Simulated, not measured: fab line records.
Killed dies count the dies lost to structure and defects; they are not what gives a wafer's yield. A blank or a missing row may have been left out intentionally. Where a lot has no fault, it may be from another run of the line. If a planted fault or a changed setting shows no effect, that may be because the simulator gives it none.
Matching of chambers :: flow nand_harc :: NHARC_P_STI_CMP_21 on cmp-04: 4 sister chambers
The step polishes, t overpolish 20 s, target thk 380.67 nm. 4 wafers are shown with their chamber, then 7 later ones without.

WAFERS, EACH WITH ITS CHAMBER
wafer: L536.2
chamber: 3
motor_current_A (A): 11.5

wafer: L536.6
chamber: 0
motor_current_A (A): 12.3

wafer: L542.3
chamber: 2
motor_current_A (A): 12.5

wafer: L542.4
chamber: 1
motor_current_A (A): 12.7

WAFERS WHOSE CHAMBER IS MISSING
wafer: L542.6
motor_current_A (A): 12.0

wafer: L545.4
motor_current_A (A): 12.2

wafer: L545.5
motor_current_A (A): 12.2

wafer: L545.6
motor_current_A (A): 11.9

wafer: L547.1
motor_current_A (A): 11.7

wafer: L547.2
motor_current_A (A): 12.5

wafer: L547.3
motor_current_A (A): 12.6

EACH ONE'S CHAMBER
wafer: L542.6
from the rows above: can't be placed: 0 or 2 or 3 or 1
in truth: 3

wafer: L545.4
from the rows above: can't be placed: 0 or 2 or 1
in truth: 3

wafer: L545.5
from the rows above: can't be placed: 0 or 2 or 1
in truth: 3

wafer: L545.6
from the rows above: can't be placed: 0 or 3 or 2 or 1
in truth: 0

wafer: L547.1
from the rows above: can't be placed: 3 or 0
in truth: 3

wafer: L547.2
from the rows above: can't be placed: 2 or 0 or 1
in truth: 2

wafer: L547.3
from the rows above: can't be placed: 1 or 2 or 0
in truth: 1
Correct placement for 0 of the 7. Can't be placed from these rows: 7 (the true chamber is among the candidates in 5). Wrongly placed: 0.
How it was worked out, from the rows above alone: a wafer's distance from a chamber is the root of the sum, over the readings, of the square of ((its reading less the chamber's mean) divided by the reading's scatter). The wafer belongs to the nearest chamber; if the next one is less than 2 further off, it can't be placed. Each chamber's mean is taken over the wafers shown for it. The scatter (one wafer shown for each chamber): square how far every hidden wafer sits from the nearest shown wafer, average those squares and take the square root.
